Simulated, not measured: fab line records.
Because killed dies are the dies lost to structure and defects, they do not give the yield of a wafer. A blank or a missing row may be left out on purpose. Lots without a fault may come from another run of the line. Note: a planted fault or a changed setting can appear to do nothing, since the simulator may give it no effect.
Which tool is to blame? | flow n5Finfet | 23 lots with 69 wafers sampled at 2 steps, on a route of 1938 steps

## WHAT EACH GAUGE READ, for each wafer
N5_BEOL_M10_INSPECT_30: inspects for defects (brightfield). Usual: rawDefectCount at 413, with a standard deviation of 99.
lot  | measured     | on               | rawDefectCount | flag
L074 | day 11 05:08 | defectInspect-01 | 527 275 443    | 
L079 | day 11 10:32 | defectInspect-02 | 277 306 319    | 
L077 | day 11 14:46 | defectInspect-02 | 290 436 315    | 
L076 | day 11 14:56 | defectInspect-02 | 494 380 475    | 
L075 | day 11 17:59 | defectInspect-02 | 335 391 536    | 
L078 | day 12 03:20 | defectInspect-02 | 540 407 349    | 
L080 | day 12 13:40 | defectInspect-01 | 737 544 597    | 
L081 | day 12 17:37 | defectInspect-01 | 348 354 371    | 
L082 | day 13 14:05 | defectInspect-01 | 450 419 402    | 
L085 | day 13 18:44 | defectInspect-02 | 726 549 468    | 
L084 | day 15 03:52 | defectInspect-01 | 473 451 353    | 
L086 | day 15 07:00 | defectInspect-02 | 416 406 720    | 
L089 | day 15 13:46 | defectInspect-02 | 261 328 253    | 
L083 | day 15 17:16 | defectInspect-02 | 456 426 514    | 
L088 | day 15 20:10 | defectInspect-02 | 331 317 272    | 
L087 | day 16 00:44 | defectInspect-02 | 421 385 365    | 
L090 | day 16 05:10 | defectInspect-02 | 607 447 523    | 
L093 | day 16 23:25 | defectInspect-01 | 333 328 468    | 
L092 | day 17 01:44 | defectInspect-02 | 343 313 316    | 
L091 | day 17 05:46 | defectInspect-01 | 313 338 485    | 
L094 | day 17 07:36 | defectInspect-01 | 377 396 357    | 
L095 | day 17 17:28 | defectInspect-01 | 393 368 285    | 
L096 | day 18 08:17 | defectInspect-01 | 400 496 400    | 

## WHAT TOOL EACH LOT RAN ON (gives the tool, then ch and the chambers of the sampled wafers, and finally the start)
lot  | N5_BEOL_M10_HM_OPEN_17
L074 | rieMetal-02 ch 0,1, day 11 04:20
L079 | rieMetal-02 ch 0,1, day 11 09:07
L077 | rieMetal-02 ch 0,1, day 11 11:07
L076 | rieMetal-02 ch 0,1, day 11 11:37
L075 | rieMetal-01 ch 0,1, day 11 15:29
L078 | rieMetal-01 ch 0,1, day 11 23:40
L080 | rieMetal-03 ch 1, day 12 12:49
L081 | rieMetal-02 ch 0,1, day 12 15:00
L082 | rieMetal-03 ch 0,1, day 13 12:28
L085 | rieMetal-03 ch 0,1, day 13 15:36
L084 | rieMetal-01 ch 0,1, day 15 00:35
L086 | rieMetal-01 ch 0,1, day 15 05:55
L089 | rieMetal-02 ch 1, day 15 12:20
L083 | rieMetal-02 ch 0,1, day 15 15:32
L088 | rieMetal-01 ch 0,1, day 15 19:29
L087 | rieMetal-03 ch 1, day 15 21:13
L090 | rieMetal-02 ch 0,1, day 16 02:42
L093 | rieMetal-03 ch 0,1, day 16 19:22
L092 | rieMetal-03 ch 0,1, day 17 01:01
L091 | rieMetal-01 ch 0,1, day 17 04:37
L094 | rieMetal-02 ch 0,1, day 17 06:58
L095 | rieMetal-03 ch 0,1, day 17 16:25
L096 | rieMetal-03 ch 1, day 18 05:29
- N5_BEOL_M10_HM_OPEN_17: chemistry Cl2/BCl3, target TiN, target depth 20 nm, overetch 6 nm.

## AS READ BY THE TOOLS THEMSELVES (means over the sampled wafers that have a number; for cases with no such wafer, the mark the record gives instead)
N5_BEOL_M10_HM_OPEN_17. Usual: drypumpMotorCurrentA 5.94 A, standard deviation 0.13; oesProductAu 0.70 a.u., standard deviation 0.06; throttleValvePct 22.02 %, standard deviation 0.26.
lot  | tool        | drypumpMotorCurrentA (A) | oesProductAu (a.u.) | throttleValvePct (%) | flag
L074 | rieMetal-02 | 6.02                     | 0.66                | 22.20                | 
L079 | rieMetal-02 | 6.02                     | 0.66                | 22.21                | 
L077 | rieMetal-02 | 5.94                     | 0.65                | 22.03                | 
L076 | rieMetal-02 | 5.93                     | 0.66                | 22.02                | 
L075 | rieMetal-01 | 5.99                     | 0.60                | 21.86                | 
L078 | rieMetal-01 | 6.00                     | 0.61                | 21.84                | 
L080 | rieMetal-03 | 5.95                     | 0.75                | 21.85                | 
L081 | rieMetal-02 | 5.94                     | 0.65                | 22.04                | 
L082 | rieMetal-03 | 5.85                     | 0.75                | 22.19                | 
L085 | rieMetal-03 | 5.89                     | 0.74                | 22.03                | 
L084 | rieMetal-01 | 5.94                     | 0.74                | 21.78                | 
L086 | rieMetal-01 | 6.00                     | 0.78                | 21.75                | 
L089 | rieMetal-02 | 5.82                     | 0.63                | 21.86                | 
L083 | rieMetal-02 | 6.02                     | 0.65                | 22.21                | 
L088 | rieMetal-01 | 5.96                     | 0.73                | 21.79                | 
L087 | rieMetal-03 | 5.95                     | 0.72                | 21.86                | 
L090 | rieMetal-02 | 5.93                     | 0.63                | 22.05                | 
L093 | rieMetal-03 | 5.90                     | 0.73                | 22.02                | 
L092 | rieMetal-03 | 5.84                     | 0.73                | 22.20                | 
L091 | rieMetal-01 | 5.94                     | 0.73                | 21.77                | 
L094 | rieMetal-02 | 6.00                     | 0.63                | 22.23                | 
L095 | rieMetal-03 | 5.89                     | 0.72                | 22.03                | 
L096 | rieMetal-03 | 5.94                     | 0.70                | 21.89                | 

## THE ANSWER, worked out from the rows above alone
Rule: take the mean of a lot's wafers that have a number; if it is more than 3 standard deviations from the usual mean, the lot is off. Also off: a lot with no number at a reading for which 4 or more lots have one. Where the step has rows for the other lots, those lots are counted as sound. Order of review: gauges by route order, followed by the tools' own readings, for which a lot's mean as printed above is used. At the first step where some lot is off, the reading lying furthest off is the one used; lots without a number count as furthest.
No lot is off on any of the readings shown, so nothing can be concluded from this.

## WHAT HAD BEEN PUT IN BY THE SIMULATOR
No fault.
